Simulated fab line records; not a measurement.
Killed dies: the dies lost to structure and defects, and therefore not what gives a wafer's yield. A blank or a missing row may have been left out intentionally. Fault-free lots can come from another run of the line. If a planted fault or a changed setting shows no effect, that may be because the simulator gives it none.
Split-lot trial | flow n5Finfet | on a route of 1938 steps: 7 lots, 39 wafers read

ABOUT THE SPLIT
At N5_BEOL_M2_VIA_ETCH_34 (etches the open film in C4F6/O2, target depth 69.4 nm, time 65.9 s), the setting targetDepthA was moved away from the recipe's 694 angstrom on 15 of the 39 wafers read, by -35.7% to +46.5%. This setting was run at the recipe's value on the other wafers.

Reading taken at the split's own step.

THE READING
SOC_of_BEOL_M2_COAT_67.thkNm (the simulator's own value, which no gauge read), in nm, at N5_BEOL_M2_VIA_ETCH_34 (etches the open film in C4F6/O2, target depth 69.4 nm, time 65.9 s). There is no usual value for it anywhere in the file. The 24 wafers here that ran the recipe average 51.8 nm, standard deviation 0.31 nm.

wafer  | tool, chamber at the split | targetDepthA as run, angstrom | against the recipe | SOC_of_BEOL_M2_COAT_67.thkNm, nm | against lot-mates on the recipe
L079.2 | rieDiel-05, 0              | 694                           | recipe             | 51.6                             | -
L079.4 | rieDiel-05, 2              | 694                           | recipe             | 51.2                             | -
L079.5 | rieDiel-05, 1              | 694                           | recipe             | 51.4                             | -
L082.1 | rieDiel-01, 0              | 694                           | recipe             | 52                               | -
L082.2 | rieDiel-01, 1              | 1017                          | +46.5%             | 47.6                             | -4.5
L082.3 | rieDiel-01, 3              | 1017                          | +46.5%             | 48.2                             | -3.9
L082.4 | rieDiel-01, 2              | 694                           | recipe             | 52.2                             | -
L082.5 | rieDiel-01, 2              | 1017                          | +46.5%             | 48.4                             | -3.7
L082.6 | rieDiel-01, 3              | 694                           | recipe             | 52                               | -
L087.1 | rieDiel-03, 0              | 446.4                         | -35.7%             | 54.8                             | +2.9
L087.2 | rieDiel-03, 1              | 694                           | recipe             | 52                               | -
L087.3 | rieDiel-03, 2              | 694                           | recipe             | 51.8                             | -
L087.4 | rieDiel-03, 3              | 694                           | recipe             | 51.8                             | -
L087.5 | rieDiel-03, 1              | 446.4                         | -35.7%             | 54.8                             | +2.9
L087.6 | rieDiel-03, 0              | 446.4                         | -35.7%             | 55                               | +3.1
L086.1 | rieDiel-05, 1              | 694                           | recipe             | 51.4                             | -
L086.2 | rieDiel-05, 0              | 694                           | recipe             | 51.8                             | -
L086.3 | rieDiel-05, 2              | 694                           | recipe             | 51.2                             | -
L086.4 | rieDiel-05, 3              | 694                           | recipe             | 51.6                             | -
L086.5 | rieDiel-05, 3              | 694                           | recipe             | 51.6                             | -
L086.6 | rieDiel-05, 0              | 694                           | recipe             | 51.8                             | -
L089.1 | rieDiel-05, 1              | 813.9                         | +17.3%             | 50.2                             | -1.6
L089.2 | rieDiel-05, 0              | 813.9                         | +17.3%             | 50.4                             | -1.4
L089.3 | rieDiel-05, 2              | 694                           | recipe             | 51.6                             | -
L089.4 | rieDiel-05, 3              | 813.9                         | +17.3%             | 50.4                             | -1.4
L089.5 | rieDiel-05, 3              | 694                           | recipe             | 51.6                             | -
L089.6 | rieDiel-05, 0              | 694                           | recipe             | 52.2                             | -
L090.1 | rieDiel-01, 3              | 841.6                         | +21.3%             | 50.4                             | -1.5
L090.2 | rieDiel-01, 0              | 841.6                         | +21.3%             | 50.2                             | -1.7
L090.3 | rieDiel-01, 1              | 694                           | recipe             | 51.8                             | -
L090.4 | rieDiel-01, 2              | 841.6                         | +21.3%             | 50.4                             | -1.5
L090.5 | rieDiel-01, 3              | 694                           | recipe             | 52                               | -
L090.6 | rieDiel-01, 0              | 694                           | recipe             | 52                               | -
L092.1 | rieDiel-01, 2              | 492.7                         | -29.0%             | 54.4                             | +2.3
L092.2 | rieDiel-01, 1              | 694                           | recipe             | 51.6                             | -
L092.3 | rieDiel-01, 3              | 492.7                         | -29.0%             | 54.2                             | +2.1
L092.4 | rieDiel-01, 0              | 694                           | recipe             | 52.2                             | -
L092.5 | rieDiel-01, 1              | 492.7                         | -29.0%             | 54.2                             | +2.1
L092.6 | rieDiel-01, 2              | 694                           | recipe             | 52.4                             | -

THE FIT
A straight line over all 39 wafers: SOC_of_BEOL_M2_COAT_67.thkNm changes by -0.0819 nm for each +1% of targetDepthA; r = -0.99; the points scatter about the line by 0.29 nm.
The same after taking each lot's own level away (the mean of its wafers on the recipe; 39 wafers): -0.0827 nm for each +1%; r = -0.99; scatter 0.22 nm.
Per that fit: largest targetDepthA move, reading shift of 3.8 nm.
Across the lots, their own levels run from 51.40 to 52.07 nm, a range of 2.1 times the standard deviation given above.
Hence the lot-to-lot level has little effect on the slope; both slopes agree.
Check: with one of the wafers moved furthest among these (+46.5%) left out of the fit, the line predicts -3.75 nm for it against its lot-mates. It came out at -4.47 nm against them.

OTHER SPLITS APPLIED TO THESE WAFERS
Other splits were also applied to these wafers ahead of the reading. Each is held against what the fit with the lots' levels taken away leaves over:
other split on the same wafers      | wafers away from the commonest value | r with SOC_of_BEOL_M2_COAT_67.thkNm (lot level and that fit taken away)
N5_FIN_SAQP_DEVELOP_15 developTimeS | 15                                   | +0.00
N5_SD_EPI_N_EPI_21 timeS            | 15                                   | +0.17
N5_BEOL_M0_SAQP_PECVD_03 timeS      | 15                                   | -0.07

THE WHOLE CHAIN: every reading that the file lists as answering this split, in the file's order
step                   | what it does                                                       | reading                                                                       | change (the file's fit)                | r (the file's)
N5_BEOL_M2_VIA_ETCH_34 | etches the open film in C4F6/O2, target depth 69.4 nm, time 65.9 s | etch.depthNm (the simulator's own value, which no gauge read)                 | +0.705 nm for each +1% of the setting  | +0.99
N5_BEOL_M2_VIA_ETCH_34 | etches the open film in C4F6/O2, target depth 69.4 nm, time 65.9 s | SOC_of_BEOL_M2_COAT_67.thkNm (the simulator's own value, which no gauge read) | -0.0828 nm for each +1% of the setting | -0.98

THE FILE'S OWN FIT
SOC_of_BEOL_M2_COAT_67.thkNm changes by -0.0828 nm for each +1% of targetDepthA, r = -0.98.
